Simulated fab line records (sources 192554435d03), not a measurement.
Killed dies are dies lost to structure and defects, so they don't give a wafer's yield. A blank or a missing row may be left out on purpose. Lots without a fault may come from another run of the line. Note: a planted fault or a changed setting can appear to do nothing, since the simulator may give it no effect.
Which tool was responsible?    flow n5Finfet    Sampling: 8 lots, 24 wafers, 8 of 1938 route steps

WHAT THE GAUGES READ, wafer by wafer
N5_BEOL_M0_SAQP_INSPECT_16: inspects for defects (brightfield). Usual: rawDefectCount reads 526 (standard deviation 130).
lot   measured      on                rawDefectCount  flag
L721  day 7 06:17   defectInspect-02  433 349 387     
L722  day 7 11:20   defectInspect-01  798 553 438     
L723  day 7 23:07   defectInspect-02  654 462 541     
L725  day 8 05:36   defectInspect-02  1331 1188 1300  OFF
L731  day 9 16:37   defectInspect-01  1239 1461 1155  OFF
L734  day 10 09:55  defectInspect-02  340 297 460     
L736  day 10 20:47  defectInspect-02  602 506 677     
L737  day 11 03:20  defectInspect-01  353 369 519     

N5_BEOL_M0_SAQP_INSPECT_42: inspects for defects (brightfield). Usual: rawDefectCount reads 302 (standard deviation 90).
lot   measured      on                rawDefectCount  flag
L721  day 7 10:26   defectInspect-02  215 241 211     
L722  day 7 16:40   defectInspect-02  448 335 313     
L723  day 8 03:14   defectInspect-01  340 219 329     
L725  day 8 10:10   defectInspect-02  1050 1043 1054  OFF
L731  day 9 20:38   defectInspect-01  1026 1165 967   OFF
L734  day 10 14:22  defectInspect-02  247 223 295     
L736  day 11 01:08  defectInspect-01  494 315 430     
L737  day 11 08:05  defectInspect-02  186 275 259     

N5_BEOL_M0_CUTY_INSPECT_59: inspects for defects (macro). Usual: rawDefectCount reads 2.0 (standard deviation 1.3).
lot   measured      on                rawDefectCount  flag
L721  day 7 12:35   defectInspect-02  1 3 2           
L722  day 7 18:07   defectInspect-02  2 3 4           
L723  day 8 04:37   defectInspect-01  3 3 3           
L725  day 8 11:33   defectInspect-02  >300 >300 >300  OFF
L731  day 9 21:55   defectInspect-02  >300 >300 >300  OFF
L734  day 10 16:26  defectInspect-01  0 0 1           
L736  day 11 02:45  defectInspect-02  1 0 2           
L737  day 11 09:22  defectInspect-01  0 1 2           

N5_BEOL_M4_RC_MEAS_101. Usual: DIBL_N 35.9 mV/V, standard deviation 1.3; DIBL_P 36.3 mV/V, standard deviation 1.5; IOFF_N 0.153 nA/um, standard deviation 0.023; IOFF_P 0.208 nA/um, standard deviation 0.028; ION_N 672 uA/um, standard deviation 9.7; ION_P 462 uA/um, standard deviation 6.6; SS_N 71.5 mV/dec, standard deviation 0.53; SS_P 73.3 mV/dec, standard deviation 0.59; VT_N 250.4 mV, standard deviation 2.7; VT_P -250.5 mV, standard deviation 3.
lot   measured      on         DIBL_N (mV/V)   DIBL_P (mV/V)   IOFF_N (nA/um)     IOFF_P (nA/um)     ION_N (uA/um)  ION_P (uA/um)  SS_N (mV/dec)   SS_P (mV/dec)   VT_N (mV)          VT_P (mV)             flag
L721  day 10 07:00  prober-01  36.8 36.9 35.7  37.2 35.8 35.7  0.170 0.168 0.149  0.235 0.222 0.217  681 685 671    470 469 467    72.2 70.7 71.8  73.8 73.4 73.9  248.3 248.3 252.0  -249.1 -250.4 -249.9  
L722  day 10 09:09  prober-01  37.4 37.9 38.0  38.0 38.7 39.7  0.171 0.185 0.196  0.221 0.240 0.259  674 677 682    466 466 477    72.1 70.7 72.0  74.5 74.4 74.4  248.5 249.1 246.2  -248.4 -250.1 -249.4  
L723  day 10 15:32  prober-02  35.5 36.2 35.2  35.2 35.9 35.0  0.133 0.149 0.128  0.188 0.192 0.180  660 670 664    453 458 452    71.2 71.2 71.2  72.8 73.1 73.4  253.5 252.0 255.7  -253.0 -255.0 -255.7  
L725  day 10 20:38  prober-01  35.1 35.7 35.5  34.6 35.3 34.3  0.125 0.141 0.130  0.201 0.216 0.203  666 670 668    466 462 463    70.8 71.6 71.7  72.6 73.7 73.0  253.6 248.8 253.1  -245.9 -247.0 -245.9  
L731  day 12 15:55  prober-02  36.5 36.5 36.9  37.9 37.4 37.7  0.160 0.157 0.169  0.218 0.206 0.215  675 682 669    461 459 455    70.8 71.5 71.6  73.0 73.5 73.4  251.5 254.7 251.7  -249.8 -253.8 -250.4  
L734  day 13 15:25  prober-01  33.7 33.9 34.0  34.3 34.7 35.1  0.136 0.137 0.144  0.213 0.212 0.223  665 670 686    462 466 476    70.9 70.4 71.5  73.3 72.4 73.6  251.6 250.3 251.4  -247.8 -248.5 -245.7  
L736  day 14 01:19  prober-02  37.1 36.4 36.6  38.5 37.5 37.4  0.190 0.170 0.165  0.239 0.215 0.209  690 691 679    472 468 462    71.4 71.4 71.7  74.4 74.6 73.0  247.0 248.6 249.0  -248.6 -250.0 -248.8  
L737  day 14 04:28  prober-02  34.8 35.1 36.2  35.7 36.5 37.1  0.130 0.138 0.155  0.177 0.189 0.208  667 674 671    465 461 459    71.1 71.4 71.0  73.4 72.4 73.0  252.7 252.6 252.4  -253.0 -253.8 -251.6  

WHAT TOOL EACH LOT RAN ON (gives the tool, then ch and the chambers of the sampled wafers, and finally the start)
lot   N5_BEOL_M0_SAQP_PECVD_00         N5_BEOL_M0_SAQP_HM_DEP_02    N5_BEOL_M0_SAQP_ETCH_84            N5_BEOL_M0_SAQP_SPACER1_ALD_98
L721  pecvd-01 ch 1,2, day 7 05:20     pvdSputter-02, day 7 05:25   rieDiel-02 ch 0,1,3, day 7 06:26   aldSin-02 ch 0,3, day 7 07:14
L722  pecvd-03 ch 0,2, day 7 08:20     pvdSputter-03, day 7 10:35   rieDiel-02 ch 0,3, day 7 12:31     aldSin-02 ch 2,3, day 7 13:26
L723  pecvd-03 ch 0,2, day 7 20:38     pvdSputter-03, day 7 22:16   rieDiel-04 ch 2,3, day 7 23:28     aldSin-03 ch 0,2,3, day 8 00:16
L725  pecvd-03 ch 0,1, day 8 03:16     pvdSputter-03, day 8 04:52   rieDiel-02 ch 0,3, day 8 05:43     aldSin-01 ch 2,3, day 8 06:37
L731  pecvd-03 ch 0,1, day 9 14:38     pvdSputter-03, day 9 15:43   rieDiel-02 ch 0,1,2, day 9 16:44   aldSin-02 ch 0,1,3, day 9 17:41
L734  pecvd-01 ch 0,1,2, day 10 07:26  pvdSputter-01, day 10 09:05  rieDiel-01 ch 1,2,3, day 10 10:13  aldSin-01 ch 1,2, day 10 11:18
L736  pecvd-01 ch 1, day 10 19:40      pvdSputter-01, day 10 19:57  rieDiel-01 ch 1,2, day 10 20:55    aldSin-02 ch 0,1,3, day 10 21:58
L737  pecvd-03 ch 1,2, day 11 01:38    pvdSputter-02, day 11 02:34  rieDiel-01 ch 1,2,3, day 11 03:28  aldSin-01 ch 1,2,3, day 11 04:16
- N5_BEOL_M0_SAQP_PECVD_00: deposits SiCN from 3MS/NH3, target thk 8 nm, time 14 s.
- N5_BEOL_M0_SAQP_HM_DEP_02: deposits TiN, target thk 12 nm.
- N5_BEOL_M0_SAQP_ETCH_84: etches SOC in N2/H2, target depth 100 nm, overetch 20 nm, time 150 s.
- N5_BEOL_M0_SAQP_SPACER1_ALD_98: deposits SiO2, target thk 12.8 nm, pulse time 1 s, purge time 2 s.

WHAT THE TOOLS THEMSELVES READ (means of the sampled wafers that have a number; where no wafer has one, the mark that the record gives instead)
N5_BEOL_M0_SAQP_PECVD_00. Usual: showerheadPlenumPTorr 3.660 Torr, standard deviation 0.018; throttleValvePct 8.8 %, standard deviation 0.3.
lot   tool      showerheadPlenumPTorr (Torr)  throttleValvePct (%)  flag
L721  pecvd-01  3.652                         9.0                   
L722  pecvd-03  3.644                         8.8                   
L723  pecvd-03  3.652                         8.8                   
L725  pecvd-03  3.680                         8.8                   
L731  pecvd-03  3.673                         8.7                   
L734  pecvd-01  3.655                         8.9                   
L736  pecvd-01  3.656                         9.2                   
L737  pecvd-03  3.661                         8.3                   

N5_BEOL_M0_SAQP_HM_DEP_02. Usual: substrateTempC 25.01 C, standard deviation 0.12; throttleValvePct 30.0 %, standard deviation 1.3.
lot   tool           substrateTempC (C)  throttleValvePct (%)  flag
L721  pvdSputter-02  25.00               30.9                  
L722  pvdSputter-03  24.96               30.2                  
L723  pvdSputter-03  24.91               30.9                  
L725  pvdSputter-03  24.99               29.1                  
L731  pvdSputter-03  24.93               29.8                  
L734  pvdSputter-01  24.97               30.2                  
L736  pvdSputter-01  25.01               28.8                  
L737  pvdSputter-02  24.88               30.9                  

N5_BEOL_M0_SAQP_ETCH_84. Usual: biasW 150.0 W, standard deviation 0.46; drypumpMotorCurrentA 5.6 A, standard deviation 0.34; oesProductAu 0.70 a.u., standard deviation 0.08; rfVppV 524.7 V, standard deviation 2.7; showerheadPlenumPTorr 2.57 Torr, standard deviation 0.094; throttleValvePct 17.80 %, standard deviation 0.26.
lot   tool        biasW (W)  drypumpMotorCurrentA (A)  oesProductAu (a.u.)  rfVppV (V)  showerheadPlenumPTorr (Torr)  throttleValvePct (%)  flag
L721  rieDiel-02  150.1      5.8                       0.72                 527.1       2.65                          17.80                 
L722  rieDiel-02  149.8      5.9                       0.64                 526.0       2.62                          17.96                 
L723  rieDiel-04  149.7      5.3                       0.63                 522.0       2.48                          17.82                 
L725  rieDiel-02  150.0      5.8                       0.64                 525.9       2.61                          17.99                 
L731  rieDiel-02  150.3      5.8                       0.71                 523.6       2.58                          17.83                 
L734  rieDiel-01  150.3      5.5                       0.75                 522.6       2.49                          17.71                 
L736  rieDiel-01  150.0      5.6                       0.68                 522.3       2.50                          18.01                 
L737  rieDiel-01  150.0      5.5                       0.74                 523.6       2.49                          17.73                 

N5_BEOL_M0_SAQP_SPACER1_ALD_98. Usual: heaterPowerW 479 W, standard deviation 61; precursorPulseHeightRel 0.999, standard deviation 0.022.
lot   tool       heaterPowerW (W)  precursorPulseHeightRel  flag
L721  aldSin-02  524               0.989                    
L722  aldSin-02  496               1.001                    
L723  aldSin-03  458               0.993                    
L725  aldSin-01  474               1.026                    
L731  aldSin-02  517               1.014                    
L734  aldSin-01  456               0.975                    
L736  aldSin-02  517               1.000                    
L737  aldSin-01  442               0.988                    

THE ANSWER, worked out from the rows above alone
Rule: a lot counts as off when the mean over its wafers that have a number is more than 3 standard deviations away from the usual mean. A lot without any number at a reading at which 4 lots or more have one is off too. All remaining lots with rows at the step are treated as sound. After the gauges, taken in route order, come the tools' own readings; for these a lot's mean is taken, as printed above. At the first step where some lot is off, the reading lying furthest off is the one used; lots without a number count as furthest.
Off: L725, L731 (N5_BEOL_M0_SAQP_INSPECT_16, rawDefectCount).
If a tool, at a process step before that reading, ran all the lots that are off and no sound lot after the first of them, it fits. Those tools and the gauges at N5_BEOL_M0_SAQP_INSPECT_16 are tried in the same way. One candidate fits, namely pvdSputter-03 at N5_BEOL_M0_SAQP_HM_DEP_02. Its last sound lot is L723 (day 7 22:16), its first lot that is off L725 (day 8 04:52): a fault that began between those two fits.

WHAT HAD BEEN PUT IN BY THE SIMULATOR
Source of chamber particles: pvdSputter-03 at N5_BEOL_M0_SAQP_HM_DEP_02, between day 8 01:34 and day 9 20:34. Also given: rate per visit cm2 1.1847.
Shown lots that were struck: L725, L731. The rule given above showed the same thing.
